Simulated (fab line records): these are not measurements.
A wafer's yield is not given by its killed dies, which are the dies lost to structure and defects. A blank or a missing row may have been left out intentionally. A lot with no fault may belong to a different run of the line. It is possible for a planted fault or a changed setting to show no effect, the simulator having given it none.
Which tool did it? + flow n5-finfet + 8 lots, 24 wafers sampled, at 5 steps of a route of 1938

## WHAT EACH GAUGE READ, for each wafer
N5_BEOL_M4_RC_MEAS_101. Usual: DIBL_N 35.9 mV/V, standard deviation 1.4; DIBL_P 35.9 mV/V, standard deviation 1.7; IOFF_N 0.155 nA/um, standard deviation 0.023; IOFF_N_85C 3.1 nA/um, standard deviation 0.38; IOFF_N_LIN 0.072 nA/um, standard deviation 0.009; IOFF_N_LONG 5.51e-05 nA/um, standard deviation 2e-06; IOFF_P 0.201 nA/um, standard deviation 0.029; IOFF_P_85C 3.5 nA/um, standard deviation 0.43; IOFF_P_LIN 0.096 nA/um, standard deviation 0.011; IOFF_P_LONG 0.000103 nA/um, standard deviation 7.6e-06; ION_N 672 uA/um, standard deviation 8.8; ION_P 460 uA/um, standard deviation 7; SS_N 71.6 mV/dec, standard deviation 0.48; SS_P 73.1 mV/dec, standard deviation 0.64; VT_N 250.0 mV, standard deviation 3; VT_N_LONG 275.0 mV, standard deviation 1.7; VT_N_LVT 98.6 mV, standard deviation 2.6; VT_P -251.6 mV, standard deviation 3; VT_P_LONG -276.5 mV, standard deviation 3; VT_P_LVT -99.6 mV, standard deviation 2.3.
| lot  | measured     | on        | DIBL_N (mV/V)  | DIBL_P (mV/V)  | IOFF_N (nA/um)    | IOFF_N_85C (nA/um) | IOFF_N_LIN (nA/um) | IOFF_N_LONG (nA/um)        | IOFF_P (nA/um)    | IOFF_P_85C (nA/um) | IOFF_P_LIN (nA/um) | IOFF_P_LONG (nA/um)        | ION_N (uA/um) | ION_P (uA/um) | SS_N (mV/dec)  | SS_P (mV/dec)  | VT_N (mV)         | VT_N_LONG (mV)    | VT_N_LVT (mV)     | VT_P (mV)            | VT_P_LONG (mV)       | VT_P_LVT (mV)        | flag |
|------|--------------|-----------|----------------|----------------|-------------------|--------------------|--------------------|----------------------------|-------------------|--------------------|--------------------|----------------------------|---------------|---------------|----------------|----------------|-------------------|-------------------|-------------------|----------------------|----------------------|----------------------|------|
| L743 | day 8 04:57  | prober-02 | 34.9 34.1 35.3 | 33.6 33.5 35.0 | 0.130 0.120 0.145 | 2.6 2.5 2.9        | 0.060 0.058 0.067  | 5.68e-05 5.66e-05 5.7e-05  | 0.184 0.181 0.213 | 3.3 3.3 3.7        | 0.093 0.093 0.103  | 0.000114 0.000118 0.000112 | 652 660 664   | 452 455 463   | 71.9 71.0 71.7 | 72.2 72.6 72.7 | 256.1 254.3 251.9 | 274.2 277.1 275.5 | 102.1 102.6 99.1  | -249.7 -250.7 -250.3 | -274.0 -273.2 -270.0 | -100.2 -99.7 -97.8   |      |
| L746 | day 9 06:42  | prober-01 | 36.1 36.0 35.6 | 36.3 36.4 36.0 | 0.168 0.163 0.172 | 3.3 3.2 3.3        | 0.078 0.077 0.080  | 5.57e-05 5.67e-05 5.68e-05 | 0.217 0.207 0.213 | 3.7 3.6 3.6        | 0.102 0.098 0.100  | 0.000106 0.000106 0.000106 | 675 676 673   | 460 458 457   | 72.0 71.1 71.3 | 73.0 73.4 73.2 | 247.6 250.3 248.9 | 273.2 274.4 273.3 | 95.5 95.0 94.8    | -250.3 -251.0 -250.2 | -276.5 -278.2 -276.2 | -97.0 -97.1 -97.1    |      |
| L747 | day 8 23:53  | prober-01 | 32.8 35.5 35.6 | 34.9 37.1 37.1 | 0.126 0.165 0.161 | 2.5 3.1 3.1        | 0.061 0.073 0.073  | 5.23e-05 5.32e-05 5.4e-05  | 0.168 0.200 0.208 | 3.0 3.5 3.7        | 0.081 0.094 0.097  | 0.0001 9.8e-05 9.9e-05     | 663 671 668   | 453 456 459   | 71.3 71.5 72.1 | 73.3 73.6 73.6 | 254.2 250.1 251.3 | 276.1 276.8 274.4 | 102.4 100.9 101.9 | -257.0 -254.1 -250.2 | -278.8 -277.2 -278.9 | -103.7 -101.8 -100.7 |      |
| L748 | day 9 10:04  | prober-01 | 34.1 35.3 36.0 | 35.0 36.8 37.7 | 0.128 0.150 0.161 | 2.6 3.0 3.2        | 0.062 0.071 0.076  | 5.43e-05 5.39e-05 5.41e-05 | 0.162 0.179 0.186 | 2.9 3.2 3.4        | 0.081 0.087 0.089  | 9.7e-05 9.3e-05 9.3e-05    | 660 674 676   | 452 457 460   | 71.6 71.1 72.0 | 72.4 73.4 73.6 | 252.3 249.7 251.4 | 275.4 272.4 275.6 | 100.9 98.6 96.8   | -254.1 -254.3 -253.0 | -279.0 -277.9 -279.3 | -101.5 -100.6 -99.6  |      |
| L754 | day 11 05:29 | prober-02 | 36.2 35.2 37.1 | 34.6 33.5 35.2 | 0.138 0.123 0.146 | 2.8 2.5 2.9        | 0.067 0.060 0.070  | 5.54e-05 5.52e-05 5.57e-05 | 0.180 0.166 0.188 | 3.2 3.0 3.3        | 0.089 0.082 0.092  | 0.0001 9.9e-05 0.000104    | 671 666 672   | 461 453 462   | 70.9 70.5 71.4 | 72.2 72.1 72.7 | 249.2 253.1 251.4 | 274.1 277.6 275.9 | 99.6 100.6 98.8   | -253.5 -256.0 -252.9 | -273.7 -275.9 -274.8 | -100.8 -99.5 -99.3   |      |
| L755 | day 11 08:53 | prober-02 | 36.8 36.6 38.6 | 35.0 35.1 36.8 | 0.145 0.154 0.183 | 2.9 3.0 3.5        | 0.068 0.073 0.081  | 5.51e-05 5.5e-05 5.56e-05  | 0.215 0.227 0.245 | 3.7 3.8 4.1        | 0.098 0.105 0.110  | 0.000106 0.000108 0.000105 | 666 675 684   | 462 469 464   | 71.4 71.7 71.6 | 72.6 73.5 74.0 | 251.2 250.8 248.2 | 274.9 276.6 274.2 | 101.7 100.8 98.7  | -248.6 -249.7 -249.9 | -275.1 -275.8 -274.8 | -100.5 -99.1 -98.3   |      |
| L762 | day 12 22:28 | prober-02 | 39.1 38.5 37.6 | 39.8 39.4 38.0 | 0.037 0.195 0.187 | 0.9 3.8 3.6        | 0.016 0.088 0.087  | 2.34e-05 5.55e-05 5.58e-05 | 0.415 0.250 0.231 | 6.5 4.2 4.0        | 0.180 0.111 0.105  | 0.000147 0.000104 0.000101 | 573 685 686   | 482 464 469   | 72.3 72.4 71.8 | 74.4 73.7 73.0 | 291.7 248.6 243.6 | 326.8 274.7 273.7 | 144.6 97.4 96.3   | -237.4 -249.5 -249.3 | -258.4 -278.5 -277.1 | -85.8 -99.4 -99.2    | OFF  |
| L765 | day 13 23:38 | prober-02 | 35.6 34.9 33.5 | 34.0 34.2 32.8 | 0.141 0.131 0.113 | 2.8 2.7 2.4        | 0.063 0.065 0.056  | 5.45e-05 5.45e-05 5.33e-05 | 0.186 0.198 0.168 | 3.3 3.4 3.0        | 0.094 0.099 0.087  | 0.000103 0.00011 0.000104  | 649 668 654   | 448 462 454   | 71.7 71.1 71.0 | 72.6 73.4 72.6 | 255.4 250.9 256.9 | 274.0 274.9 272.4 | 102.8 102.8 104.9 | -253.7 -251.9 -252.6 | -277.3 -273.4 -276.4 | -100.4 -100.0 -101.9 |      |

## WHICH TOOL RAN EACH LOT (tool, then ch and the chambers of the sampled wafers, then the start)
| lot  | N5_HKMG_FIN_STRIP_34               | N5_HKMG_FIN_NWFM_ALD_20             | N5_HKMG_FIN_STRIP_90               | N5_HKMG_FIN_ALD_21                  |
|------|------------------------------------|-------------------------------------|------------------------------------|-------------------------------------|
| L743 | rie-diel-05 ch 0,1,3, day 4 12:44  | ald-metal-04 ch 0,1,3, day 4 14:26  | rie-diel-06 ch 0,1,3, day 4 14:56  | ald-metal-04 ch 0,1, day 4 15:37    |
| L746 | rie-diel-02 ch 0,1,3, day 5 10:58  | ald-metal-04 ch 1,2,3, day 5 12:41  | rie-diel-05 ch 1,2, day 5 13:11    | ald-metal-02 ch 1,3, day 5 13:53    |
| L747 | rie-diel-02 ch 1,2,3, day 5 12:16  | ald-metal-01 ch 0,2,3, day 5 14:01  | rie-diel-05 ch 1,3, day 5 14:31    | ald-metal-02 ch 0,1, day 5 15:12    |
| L748 | rie-diel-02 ch 0,2,3, day 5 16:56  | ald-metal-02 ch 0,2,3, day 5 18:40  | rie-diel-05 ch 1,2,3, day 5 19:10  | ald-metal-01 ch 0,1,2, day 5 19:51  |
| L754 | rie-diel-05 ch 0,1,3, day 7 07:24  | ald-metal-01 ch 0,2,3, day 7 09:05  | rie-diel-05 ch 0,1,3, day 7 09:34  | ald-metal-01 ch 0,1,3, day 7 10:23  |
| L755 | rie-diel-02 ch 0,2,3, day 7 14:25  | ald-metal-02 ch 0,2, day 7 16:05    | rie-diel-05 ch 0,3, day 7 16:47    | ald-metal-01 ch 0,3, day 7 17:31    |
| L762 | rie-diel-05 ch 0,1,2, day 9 03:52  | ald-metal-01 ch 0,2,3, day 9 05:33  | rie-diel-06 ch 0,1,2, day 9 06:03  | ald-metal-01 ch 0,2,3, day 9 06:44  |
| L765 | rie-diel-06 ch 1,2,3, day 10 03:13 | ald-metal-02 ch 0,1,2, day 10 05:03 | rie-diel-05 ch 0,2,3, day 10 05:32 | ald-metal-02 ch 0,1,2, day 10 06:16 |
- N5_HKMG_FIN_STRIP_34: strips in CF4.
- N5_HKMG_FIN_NWFM_ALD_20: deposits TiAlC, target thk 2 nm, pulse time 3 s, purge time 2 s.
- N5_HKMG_FIN_STRIP_90: strips SOC in N2/H2, time 20 s.
- N5_HKMG_FIN_ALD_21: deposits TiN, target thk 1.5 nm, pulse time 1 s, purge time 3 s.

## AS READ BY THE TOOLS THEMSELVES (means over the sampled wafers that have a number; for cases with no such wafer, the mark the record gives instead)
N5_HKMG_FIN_STRIP_34. Usual: drypump-motor-current-A 5.8 A, standard deviation 0.49; oes-product-au 0.76 a.u., standard deviation 0.08; rf-vpp-V 271.4 V, standard deviation 1.6; showerhead-plenum-p-Torr 1.81 Torr, standard deviation 0.062; throttle-valve-pct 13.59 %, standard deviation 0.24.
| lot  | tool        | drypump-motor-current-A (A) | oes-product-au (a.u.) | rf-vpp-V (V) | showerhead-plenum-p-Torr (Torr) | throttle-valve-pct (%) | flag |
|------|-------------|-----------------------------|-----------------------|--------------|---------------------------------|------------------------|------|
| L743 | rie-diel-05 | 5.3                         | 0.76                  | 271.9        | 1.82                            | 13.67                  |      |
| L746 | rie-diel-02 | 6.2                         | 0.76                  | 271.4        | 1.82                            | 13.45                  |      |
| L747 | rie-diel-02 | 6.1                         | 0.75                  | 272.8        | 1.84                            | 13.50                  |      |
| L748 | rie-diel-02 | 6.0                         | 0.73                  | 270.9        | 1.81                            | 13.52                  |      |
| L754 | rie-diel-05 | 5.3                         | 0.81                  | 271.2        | 1.82                            | 13.54                  |      |
| L755 | rie-diel-02 | 6.0                         | 0.72                  | 271.4        | 1.80                            | 13.55                  |      |
| L762 | rie-diel-05 | 5.5                         | 0.86                  | 271.8        | 1.83                            | 13.44                  |      |
| L765 | rie-diel-06 | 5.6                         | 0.83                  | 272.6        | 1.84                            | 13.67                  |      |

N5_HKMG_FIN_NWFM_ALD_20. Usual: heater-power-outer-w 276 W, standard deviation 20; heater-power-w 493 W, standard deviation 42; precursor-pulse-height-rel 0.997, standard deviation 0.023; susceptor-temp-C 300.03 C, standard deviation 0.22.
| lot  | tool         | heater-power-outer-w (W) | heater-power-w (W) | precursor-pulse-height-rel | susceptor-temp-C (C) | flag |
|------|--------------|--------------------------|--------------------|----------------------------|----------------------|------|
| L743 | ald-metal-04 | 288                      | 533                | 0.999                      | 300.09               |      |
| L746 | ald-metal-04 | 286                      | 532                | 0.980                      | 300.12               |      |
| L747 | ald-metal-01 | 285                      | 493                | 0.991                      | 300.01               |      |
| L748 | ald-metal-02 | 259                      | 460                | 1.009                      | 300.01               |      |
| L754 | ald-metal-01 | 280                      | 499                | 1.002                      | 300.08               |      |
| L755 | ald-metal-02 | 270                      | 471                | 0.993                      | 300.07               |      |
| L762 | ald-metal-01 | 291                      | 496                | 0.986                      | 299.99               |      |
| L765 | ald-metal-02 | 268                      | 465                | 0.980                      | 300.01               |      |

N5_HKMG_FIN_STRIP_90. Usual: drypump-motor-current-A 5.6 A, standard deviation 0.48; n2-flow-sccm 299.9 sccm, standard deviation 0.98; oes-product-au 0.77 a.u., standard deviation 0.095; rf-vpp-V 54.2 V, standard deviation 0.92; showerhead-plenum-p-Torr 3.38 Torr, standard deviation 0.13; throttle-valve-pct 19.2 %, standard deviation 0.35.
| lot  | tool        | drypump-motor-current-A (A) | n2-flow-sccm (sccm) | oes-product-au (a.u.) | rf-vpp-V (V) | showerhead-plenum-p-Torr (Torr) | throttle-valve-pct (%) | flag |
|------|-------------|-----------------------------|---------------------|-----------------------|--------------|---------------------------------|------------------------|------|
| L743 | rie-diel-06 | 5.8                         | 300.1               | 0.79                  | 54.4         | 3.37                            | 19.5                   |      |
| L746 | rie-diel-05 | 5.4                         | 299.9               | 0.73                  | 53.9         | 3.26                            | 19.1                   |      |
| L747 | rie-diel-05 | 5.0                         | 298.7               | 0.76                  | 55.2         | 3.47                            | 19.2                   |      |
| L748 | rie-diel-05 | 5.2                         | 299.1               | 0.74                  | 53.5         | 3.37                            | 19.1                   |      |
| L754 | rie-diel-05 | 5.3                         | 299.1               | 0.82                  | 54.0         | 3.40                            | 19.1                   |      |
| L755 | rie-diel-05 | 5.5                         | 299.3               | 0.85                  | 53.4         | 3.35                            | 19.0                   |      |
| L762 | rie-diel-06 | 5.6                         | 299.6               | 0.78                  | 54.0         | 3.36                            | 19.6                   |      |
| L765 | rie-diel-05 | 5.5                         | 299.4               | 0.81                  | 54.7         | 3.44                            | 18.9                   |      |

N5_HKMG_FIN_ALD_21. Usual: heater-power-outer-w 542 W, standard deviation 42; heater-power-w 876 W, standard deviation 79; precursor-pulse-height-rel 0.998, standard deviation 0.018; susceptor-temp-C 399.99 C, standard deviation 0.22.
| lot  | tool         | heater-power-outer-w (W) | heater-power-w (W) | precursor-pulse-height-rel | susceptor-temp-C (C) | flag |
|------|--------------|--------------------------|--------------------|----------------------------|----------------------|------|
| L743 | ald-metal-04 | 542                      | 938                | 0.992                      | 400.12               |      |
| L746 | ald-metal-02 | 518                      | 822                | 1.008                      | 399.99               |      |
| L747 | ald-metal-02 | 522                      | 810                | 0.991                      | 399.69               |      |
| L748 | ald-metal-01 | 571                      | 922                | 1.008                      | 400.12               |      |
| L754 | ald-metal-01 | 559                      | 865                | 1.007                      | 399.89               |      |
| L755 | ald-metal-01 | 594                      | 928                | 0.996                      | 399.82               |      |
| L762 | ald-metal-01 | 564                      | 900                | 1.009                      | 400.06               |      |
| L765 | ald-metal-02 | 536                      | 846                | 1.008                      | 400.12               |      |

## THE ANSWER, worked out from the rows above alone
Rule: take the mean of a lot's wafers that have a number; if it is more than 3 standard deviations from the usual mean, the lot is off. A lot without any number at a reading at which 4 lots or more have one is off too. The other lots that the step has rows for count as sound. Order of review: gauges by route order, followed by the tools' own readings, for which a lot's mean as printed above is used. The first step at which some lot is off is used, and at that step the reading that is off furthest; a lot without a number counts as furthest.
Off: at N5_BEOL_M4_RC_MEAS_101 (VT_N_LONG), L762.
If a tool, at a process step before that reading, ran all the lots that are off and no sound lot after the first of them, it fits. Those tools and the gauges at N5_BEOL_M4_RC_MEAS_101 are tried in the same way. Can't be told from this: 3 tools fit, rie-diel-05 at N5_HKMG_FIN_STRIP_34, ald-metal-01 at N5_HKMG_FIN_NWFM_ALD_20 and N5_HKMG_FIN_ALD_21, rie-diel-06 at N5_HKMG_FIN_STRIP_90.

## WHAT THE SIMULATOR HAD INSERTED
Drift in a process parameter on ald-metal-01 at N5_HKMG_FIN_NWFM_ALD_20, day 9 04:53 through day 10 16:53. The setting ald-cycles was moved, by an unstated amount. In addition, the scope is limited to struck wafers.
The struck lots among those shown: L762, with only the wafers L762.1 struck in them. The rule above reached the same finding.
